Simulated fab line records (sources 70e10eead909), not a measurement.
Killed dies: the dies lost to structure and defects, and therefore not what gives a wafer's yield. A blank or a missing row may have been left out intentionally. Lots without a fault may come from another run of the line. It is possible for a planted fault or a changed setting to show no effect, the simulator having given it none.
A struck lot beside a sound one    flow nand-harc    15 steps out of a route of 1302
Sound: wafers L709.3, L709.4, L709.6. Wafers struck: L699.1, L699.2, L699.4. The cause is given at the end.
Order at every step that has rows: each side's tool, ch and its chambers, its first start. Under that, the readings that differ: sound wafers    struck wafers    difference of the means    sigmas: that difference in standard deviations of wafers without a fault.
alike: same words and numbers on both sides, and readings whose means sit less than 2 such deviations apart. not compared: any withheld reading, any reading some wafer has no value for, any bound like >300 that may hide the same value, and any number with overlapping values for which the record gives no deviation.
Wherever a step has rows on one side only, a row that says differs or no value, or a row with sigmas, the two part there. Non-overlapping numbers with no deviation appear without sigmas and do not part them. A reading missing from all wafers of one side parts the sides only when that side holds two or more wafers.

first, 3 steps without rows for these wafers: NHARC_THIN_TSV_EXPOSE_09 (exposes mask TSV); NHARC_THIN_TSV_PEB_10 (peb time 85 s); NHARC_THIN_TSV_DEVELOP_11 (time 70 s).
NHARC_THIN_TSV_CD_MEAS_12: the cd target is 1000 nm.
  sound on cd-sem-01 ch 0, day 32 21:58; struck on cd-sem-02 ch 0, day 27 22:36
  alike: cd-nm
then, 1 step without rows for these wafers: NHARC_THIN_TSV_HARDBAKE_13 (time 80 s).
NHARC_THIN_TSV_DESCUM_14: chemistry O2, time 3 s.
  sound on rie-diel-04 ch 0,1, day 32 22:08; struck on rie-diel-04 ch 0,2,3, day 27 22:46
  alike: drypump-motor-current-A, oes-product-au, rf-vpp-V, showerhead-plenum-p-Torr, throttle-valve-pct
  not compared: rf-hours-counter-h
NHARC_THIN_TSV_ETCH_44: etches the open film in CF4/O2, target depth 1594.2 nm, time 797.1 s.
  sound on rie-diel-04 ch 2,3, day 32 22:12; struck on rie-diel-04 ch 0,1,3, day 27 22:50
  alike: drypump-motor-current-A, oes-product-au, rf-vpp-V, showerhead-plenum-p-Torr, throttle-valve-pct
  not compared: rf-hours-counter-h
NHARC_THIN_TSV_ETCH_15: target depth 3000 nm, bosch target overetch cycles 2, bosch etch step 2.8 s.
  sound on rie-si-03 ch 1,2, day 32 22:47; struck on rie-si-02 ch 0,1,3, day 27 23:25
  alike: drypump-motor-current-A
  not compared: rf-hours-counter-h
NHARC_THIN_TSV_CD_MEAS_16:
  sound on cd-sem-01 at day 32 22:55; struck on cd-sem-02 at day 27 23:34
  alike: cd-nm
NHARC_THIN_TSV_STRIP_45: strips in O2.
  sound on plasma-asher-02 ch 0,1, day 32 23:05; struck on plasma-asher-02 ch 0,1, day 27 23:43
  alike: drypump-motor-current-A, heater-power-w
  not compared: rf-hours-counter-h
then, 2 steps without rows for these wafers: NHARC_THIN_TSV_STRIP_46 (strips in post etch residue remover, time 1200 s); NHARC_THIN_TSV_DEP_47 (deposits SiO2, target thk 200 nm).
NHARC_THIN_TSV_ETCHBACK_48: etches the open film in C4F8/Ar, target depth 1028.5 nm, time 405.17 s.
  sound on rie-diel-04 ch 1,2, day 33 00:12; struck on rie-diel-04 ch 0,1,2, day 28 00:55
  no value came back on the struck wafers for bias-w (W), chamber-pressure-mTorr (mTorr), oes-product-au (a.u.), rf-vpp-V (V); on the sound wafers bias-w (W) reads 299.8 298.7 299.4
  not compared: rf-hours-counter-h
NHARC_THIN_TSV_STRIP_62: strips in N2/H2, time 20 s.
  sound on plasma-asher-02 ch 0,1, day 33 00:36; struck on plasma-asher-01 ch 0,1, day 28 01:16
  alike: drypump-motor-current-A, heater-power-w
  not compared: rf-hours-counter-h
NHARC_END_SORT_01:
  at this point the record logs the struck wafers (prober-02 ch 0, day 28 15:34) and has no rows for the sound ones

## WHERE THEY PART
At NHARC_THIN_TSV_ETCHBACK_48 first; at NHARC_END_SORT_01 last (within this record only).

WHY: the cause the simulator had injected
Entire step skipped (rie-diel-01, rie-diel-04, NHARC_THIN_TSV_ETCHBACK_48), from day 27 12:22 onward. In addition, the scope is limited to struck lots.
